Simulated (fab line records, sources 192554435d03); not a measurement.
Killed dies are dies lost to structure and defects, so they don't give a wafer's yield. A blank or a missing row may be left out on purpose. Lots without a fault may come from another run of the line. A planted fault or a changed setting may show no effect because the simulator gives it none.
fab line records | flow n5_finfet
record lots=11 wafers=30 last_day=17
route steps=1938 shown WELL_APT@55 BEOL_M4@1085
lots that met no fault: from a run of the same line without faults
start_h: hours from the record's first day to the start of the lot's first wafer shown | wait_h: hours since the lot's step before | " the same as in the row above | L1.1+2: a row that stands for several wafers | - no value, or no start given | * or withheld: withheld | < > ~ a bound
route shown NAME@n: a module of which the file shows steps, and the number in the route of the first | usual: mean/standard deviation of fault-free wafers | same: alike in all rows | chamber/n: place in a boat | sites: the reading at each site | _std_site: their standard deviation | _edge_site: outer sites' mean less inner sites' | radius_mm: how far each site lies from the wafer's centre | mask NAME#n: copy n | behind: the tool/chamber that last shaped the wafer | hold: why the lot was held/for how many hours/how that ended | device: the transistor (n, p or np) that didn't switch | end of line: the same wafers' tests at the end of the route | a step without rows: its recipe alone | killed: dies lost to structure and defects at the first sort, not the wafer's yield | map: a wafer's dies, x killed, . not, _ none there
set.NAME: the setting as run; set.NAME@STEP: as run at that earlier step | model.NAME: the simulator's own value behind a step, which no gauge read
steps of the route over a sample of lots; a table a step, a row a wafer
services: from which hour (start_h, from the record's first day; less than 0 if before it) a tool's chamber was out of use, for how many hours, and why
## steps
# step N5_WELL_APT_EPI_41
# recipe material=Si target_thk_a=500 temp_c=650 precursor=SiH4/H2 pressure_torr=20 time_s=297.7
# usual chamber_pressure_Torr=20.00/0.044 susceptor_temp_C_max=651.7/0.63 throttle_valve_pct=11.33/0.2
# columns lot.wafer tool chamber start_h wait_h chamber_pressure_Torr susceptor_temp_C_max throttle_valve_pct
L132.1 epi_rpcvd-01 0 22.48 0.0 19.97 651.3 11.46
L132.3 " 0 " " 19.96 650.9 11.61
L132.5 " 0 " " 19.99 651.1 11.65
L133.1 epi_rpcvd-03 0 28.10 0.0 19.98 653.4 11.39
L133.3 " 0 " " 19.98 651.7 11.41
L133.5 " 0 " " 19.94 652.2 11.54
L135.1 epi_rpcvd-03 0 40.57 0.0 20.03 651.7 11.54
L135.6 " 0 " " 20.07 651.9 11.56
L137.1 epi_rpcvd-02 0 52.10 0.0 20.01 651.6 11.18
L137.3 " 0 " " 19.98 651.3 11.60
L137.5 " 0 " " 20.01 651.4 11.13
L138.2 epi_rpcvd-02 0 58.36 0.1 20.00 651.0 11.26
L138.3 " 0 " " 19.97 651.3 11.14
L138.5 " 0 " " 19.94 650.9 11.34
L139.1 epi_rpcvd-03 0 64.48 0.0 20.03 652.0 11.19
L139.2 " 0 " " 20.07 651.8 11.49
L139.3 " 0 " " 20.07 651.4 11.59
L140.2 epi_rpcvd-03 0 71.05 0.2 19.94 651.8 11.22
L140.4 " 0 " " 19.97 652.7 11.46
L140.5 " 0 " " 19.99 652.2 11.12
L141.2 epi_rpcvd-03 0 76.28 0.2 20.07 651.4 11.29
L141.3 " 0 " " 20.05 652.2 11.37
L141.5 " 0 " " 20.04 651.5 11.21
L149.2 epi_rpcvd-03 0 124.40 0.2 20.01 652.6 11.56
L149.3 " 0 " " 19.99 651.5 11.18
L150.2 epi_rpcvd-03 0 130.04 0.1 20.06 652.0 11.28
L150.4 " 0 " " 19.99 651.6 11.29
L151.1 epi_rpcvd-03 0 135.91 0.0 19.99 652.5 11.32
L151.4 " 0 " " 19.93 651.8 11.36
L151.6 " 0 " " 20.02 652.2 11.23
# step N5_BEOL_M4_ANNEAL_49
# recipe temp_c=400 time_s=240 ambient=vacuum
# usual heater_power_w=856/130 susceptor_temp_C_max=400.9/0.35
# columns lot.wafer tool chamber start_h wait_h heater_power_w susceptor_temp_C_max
L133.1 pvd_sputter-03 - 166.29 0.0 854 400.8
L133.3 " - " " 693 400.7
L133.5 " - " " 672 400.5
L132.1 pvd_sputter-03 - 174.78 0.0 889 401.2
L132.3 " - " " 831 400.7
L132.5 " - " " 865 401.3
L135.1 pvd_sputter-01 - 197.40 0.0 818 400.4
L135.6 " - " " 789 401.2
L138.2 pvd_sputter-01 - 200.56 0.0 802 401.7
L138.3 " - " " 816 401.7
L138.5 " - " " 790 400.9
L137.1 pvd_sputter-02 - 202.34 0.0 582 401.1
L137.3 " - " " 966 400.7
L137.5 " - " " 610 401.0
L139.1 pvd_sputter-03 - 221.53 0.0 1091 400.5
L139.2 " - " " 857 401.2
L139.3 " - " " 673 400.9
L141.2 pvd_sputter-03 - 227.76 0.0 853 400.6
L141.3 " - " " 1053 400.7
L141.5 " - " " 694 400.6
L140.2 pvd_sputter-01 - 228.05 0.0 801 401.0
L140.4 " - " " 835 400.2
L140.5 " - " " 812 401.1
L150.2 pvd_sputter-03 - 281.67 0.0 668 401.3
L150.4 " - " " 1091 401.0
L149.2 pvd_sputter-01 - 281.72 0.0 808 401.6
L149.3 " - " " 800 401.2
L151.1 pvd_sputter-01 - 290.60 0.0 824 401.4
L151.4 " - " " 819 400.6
L151.6 " - " " 785 401.3
# step N5_BEOL_M4_ANNEAL_80
# recipe temp_c=400 time_s=240 ambient=vacuum
# usual heater_power_w=857/140 susceptor_temp_C_max=400.9/0.39
# columns lot.wafer tool chamber start_h wait_h heater_power_w susceptor_temp_C_max
L133.1 pvd_sputter-03 - 166.51 0.0 842 400.8
L133.3 " - " " 667 400.7
L133.5 " - " " 680 400.8
L132.1 pvd_sputter-03 - 175.00 0.0 857 401.0
L132.3 " - " " 828 400.4
L132.5 " - " " 864 401.0
L135.1 pvd_sputter-01 - 197.62 0.0 835 400.6
L135.6 " - " " 808 401.1
L138.2 pvd_sputter-01 - 200.78 0.0 808 401.0
L138.3 " - " " 801 401.8
L138.5 " - " " 799 400.7
L137.1 pvd_sputter-02 - 202.56 0.0 599 400.6
L137.3 " - " " 961 400.8
L137.5 " - " " 590 400.6
L139.1 pvd_sputter-03 - 221.75 0.0 1098 401.3
L139.2 " - " " 851 401.1
L139.3 " - " " 661 400.7
L141.2 pvd_sputter-03 - 227.98 0.0 817 400.8
L141.3 " - " " 1040 400.9
L141.5 " - " " 678 400.5
L140.2 pvd_sputter-01 - 228.27 0.0 801 401.4
L140.4 " - " " 830 400.6
L140.5 " - " " 768 401.0
L150.2 pvd_sputter-03 - 281.89 0.0 671 400.6
L150.4 " - " " 1102 400.8
L149.2 pvd_sputter-01 - 281.94 0.0 812 401.1
L149.3 " - " " 795 400.7
L151.1 pvd_sputter-01 - 290.82 0.0 814 401.8
L151.4 " - " " 800 400.9
L151.6 " - " " 829 401.4
# step N5_BEOL_M4_SPUTTER_96
# recipe material=Cu target_thk_a=45 temp_c=-20 chamber_pressure_pa=0.07 power_w=withheld time_s=8.29
# usual throttle_valve_pct=30.6/1.3
# columns lot.wafer tool chamber start_h wait_h throttle_valve_pct
L133.1 pvd_sputter-03 - 167.97 0.1 27.9
L133.3 " - " " 31.2
L133.5 " - " " 31.0
L132.1 pvd_sputter-03 - 176.46 0.1 31.1
L132.3 " - " " 27.7
L132.5 " - " " 31.1
L135.1 pvd_sputter-01 - 199.08 0.1 30.5
L135.6 " - " " 30.6
L138.2 pvd_sputter-01 - 202.24 0.1 30.8
L138.3 " - " " 27.6
L138.5 " - " " 30.7
L137.1 pvd_sputter-02 - 204.02 0.1 31.9
L137.3 " - " " 30.9
L137.5 " - " " 31.8
L139.1 pvd_sputter-03 - 223.21 0.1 30.8
L139.2 " - " " 31.4
L139.3 " - " " 30.7
L141.2 pvd_sputter-03 - 229.44 0.1 27.9
L141.3 " - " " 30.7
L141.5 " - " " 31.0
L140.2 pvd_sputter-01 - 229.73 0.1 27.9
L140.4 " - " " 30.8
L140.5 " - " " 30.7
L150.2 pvd_sputter-03 - 283.35 0.1 30.9
L150.4 " - " " 30.7
L149.2 pvd_sputter-01 - 283.40 0.1 27.8
L149.3 " - " " 30.7
L151.1 pvd_sputter-01 - 292.28 0.1 28.3
L151.4 " - " " 31.1
L151.6 " - " " 27.8
# step N5_BEOL_M4_RC_MEAS_101
# usual CJ_N=4.39/0.12 DIBL_N=36.8/2.2 DIBL_P=37.0/2.8 IOFF_N=0.18/0.043 IOFF_P=0.23/0.05 ION_N=680/14 ION_P=466/9.1 RS_PWELL=3011/24 SS_N=71.7/0.74 SS_P=73.5/0.79 VT_N=248/4 VT_P=-249/4.1
# columns lot.wafer tool chamber start_h wait_h CJ_N DIBL_N[mV/V] DIBL_P[mV/V] IOFF_N[nA/um] IOFF_P[nA/um] ION_N[uA/um] ION_P[uA/um] RS_PWELL[ohm/sq] SS_N[mV/dec] SS_P[mV/dec] VT_N[mV] VT_P[mV]
L133.1 prober-01 0 169.07 0.0 4.33 39.6 41.3 0.29 0.36 715 484 3043 72.7 74.8 238 -241
L133.3 " 0 " " 4.22 35.4 36.2 0.17 0.22 691 470 3037 71.5 73.3 247 -246
L133.5 " 0 " " 4.40 37.8 39.6 0.23 0.32 696 480 3026 72.1 74.0 243 -242
L132.1 prober-02 0 177.57 0.0 4.43 37.8 36.7 0.16 0.19 666 450 3029 71.9 73.9 249 -254
L132.3 " 0 " " 4.21 34.9 33.9 0.13 0.17 677 462 2983 69.7 73.0 252 -255
L132.5 " 0 " " 4.33 38.9 38.6 0.19 0.23 688 463 2980 71.8 73.7 248 -251
L135.1 prober-01 0 200.37 0.2 4.23 36.6 39.3 0.18 0.20 682 455 3004 71.6 73.9 246 -253
L135.6 " 0 " " 4.25 32.5 33.7 0.10 0.13 659 444 3001 70.4 72.3 255 -259
L138.2 prober-02 0 203.49 0.2 4.51 37.2 36.0 0.17 0.22 678 465 3025 72.8 73.9 248 -248
L138.3 " 0 " " 4.57 34.5 33.0 0.13 0.18 658 457 3032 71.3 72.6 250 -250
L138.5 " 0 " " 4.51 38.6 38.7 0.20 0.26 677 469 3050 72.6 73.6 246 -246
L137.1 prober-02 0 205.15 0.0 4.58 38.0 36.7 0.21 0.23 690 468 3014 71.7 73.6 246 -250
L137.3 " 0 " " 4.58 39.4 38.2 0.22 0.24 699 469 3025 72.1 74.7 249 -248
L137.5 " 0 " " 4.52 34.8 32.6 0.13 0.16 684 462 3006 71.1 72.6 253 -253
L139.1 prober-02 0 224.45 0.0 4.29 40.9 45.1 0.28 0.36 698 474 3014 72.8 75.9 240 -244
L139.2 " 0 " " 4.36 36.3 39.3 0.17 0.23 685 472 3007 71.2 72.8 247 -251
L139.3 " 0 " " 4.33 31.0 32.1 0.09 0.13 647 449 2992 69.7 71.9 256 -257
L141.2 prober-02 0 230.72 0.2 4.63 40.1 39.8 0.20 0.30 671 470 3020 72.0 74.3 249 -244
L141.3 " 0 " " 4.60 38.5 38.5 0.19 0.28 681 477 3024 71.6 73.3 246 -243
L141.5 " 0 " " 4.62 42.5 42.6 0.27 0.36 700 479 3013 73.1 74.9 244 -242
L140.2 prober-01 0 230.98 0.2 4.34 36.7 37.0 0.18 0.25 681 472 2998 71.6 73.8 246 -245
L140.4 " 0 " " 4.48 36.1 36.3 0.17 0.24 673 471 3033 72.1 73.8 249 -248
L140.5 " 0 " " 4.29 35.3 35.5 0.14 0.24 662 462 2996 71.9 73.0 253 -246
L150.2 prober-01 0 284.66 0.2 4.05 35.3 32.4 0.16 0.18 668 462 2928 72.7 72.1 252 -252
L150.4 " 0 " " 3.95 37.9 37.0 0.22 0.25 687 469 2967 72.4 72.9 246 -249
L149.2 prober-02 0 284.80 0.2 3.61 35.1 34.3 0.14 0.20 667 458 2934 70.9 73.1 252 -251
L149.3 " 0 " " 4.33 32.5 31.7 0.10 0.16 656 455 3006 69.9 72.0 255 -254
L151.1 prober-02 0 293.41 0.0 4.21 38.8 40.2 0.22 0.29 696 472 2945 72.0 74.7 247 -244
L151.4 " 0 " " 3.56 37.8 39.6 0.21 0.29 698 480 2902 72.5 74.4 245 -243
L151.6 " 0 " " 4.26 37.8 38.9 0.18 0.25 679 466 2950 72.2 74.3 249 -245
## services
# columns tool chamber start_h hours kind
epi_rpcvd-03 - 2.43 6.0 pm
pvd_sputter-02 - 68.37 0.8 repair
epi_rpcvd-01 - 69.03 2.8 pm
epi_rpcvd-02 - 72.69 0.7 repair
pvd_sputter-01 - 74.36 1.9 repair
pvd_sputter-02 - 103.35 1.5 repair
epi_rpcvd-01 - 116.78 14.6 pm
epi_rpcvd-03 - 124.90 0.5 pm
pvd_sputter-02 - 127.15 4.5 repair
pvd_sputter-01 - 141.51 3.1 repair
pvd_sputter-01 - 151.78 1.0 repair
epi_rpcvd-01 - 185.44 0.8 repair
pvd_sputter-01 - 194.09 0.8 repair
epi_rpcvd-02 - 234.07 4.3 pm
epi_rpcvd-02 - 280.40 3.1 repair
epi_rpcvd-03 - 288.69 2.8 pm
## key
first_sign step=N5_BEOL_M4_RC_MEAS_101 reading=CJ_N direction=down sigmas=5 usual=4.39 struck=3.79
effect step=N5_BEOL_M4_RC_MEAS_101 reading=RS_PWELL direction=down sigmas=3.2 usual=3011 struck=2933
met_at N5_WELL_APT_EPI_41
struck_lots L149,L150,L151
struck_wafers L149.2,L150.2,L150.4,L151.4
not_acting_at N5_BEOL_M4_ANNEAL_49,N5_BEOL_M4_ANNEAL_80,N5_BEOL_M4_SPUTTER_96
onset_between 76.28 124.40
fault kind=process_parameter_drift tool=epi_rpcvd-03 chamber=- onset_h=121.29 steps=N5_WELL_APT_EPI_41 channel=target_thk_a offset=* shape=step end_h=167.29 scope=struck_wafers_only acts_in=* stated=*
